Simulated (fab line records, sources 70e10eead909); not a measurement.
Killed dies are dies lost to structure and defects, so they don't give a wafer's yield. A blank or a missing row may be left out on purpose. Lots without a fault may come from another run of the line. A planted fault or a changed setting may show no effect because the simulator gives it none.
Chamber matching | flow nand_harc | NHARC_A_M1_DEP_33 on pecvd-03: 3 sister chambers
The step deposits SiCN, target thk 30 nm. 6 wafers are shown with their chamber, then 7 later ones without.

WAFERS WITH THEIR CHAMBER
wafer  | chamber | heater_power_outer_w (W) | heater_power_w (W)
L321.4 | 2       | 305                      | 553
L325.4 | 0       | 279                      | 587
L330.4 | 1       | 271                      | 524
L330.6 | 0       | 261                      | 561
L337.1 | 2       | 298                      | 533
L337.2 | 1       | 360                      | 639

WAFERS WITHOUT THEIR CHAMBER
wafer  | heater_power_outer_w (W) | heater_power_w (W)
L337.6 | 362                      | 649
L340.3 | 269                      | 489
L340.4 | 347                      | 689
L340.5 | 331                      | 598
L343.2 | 306                      | 615
L343.3 | 355                      | 647
L343.4 | 274                      | 517

WHICH CHAMBER EACH WENT THROUGH
wafer  | from the rows above          | in truth
L337.6 | can't be placed: 1 or 2 or 0 | 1
L340.3 | can't be placed: 2 or 0 or 1 | 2
L340.4 | can't be placed: 1 or 0 or 2 | 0
L340.5 | can't be placed: 1 or 2 or 0 | 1
L343.2 | can't be placed: 1 or 0 or 2 | 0
L343.3 | can't be placed: 1 or 2 or 0 | 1
L343.4 | can't be placed: 2 or 0 or 1 | 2
Placed correctly: 0 of 7. Can't be placed from these rows: 7 (the true chamber is among the candidates in 7). Placed wrongly: 0.
How it was worked out, from the rows above alone: a wafer's distance from a chamber is the root of the sum, over the readings, of the square of ((its reading less the chamber's mean) divided by the reading's scatter). The wafer belongs to the nearest chamber; if the next one is less than 2 further off, it can't be placed. A chamber's mean is the mean of its shown wafers. The scatter: the root of (the sum of the squares of (reading less its chamber's mean) over the shown wafers, divided by (wafers less chambers)).
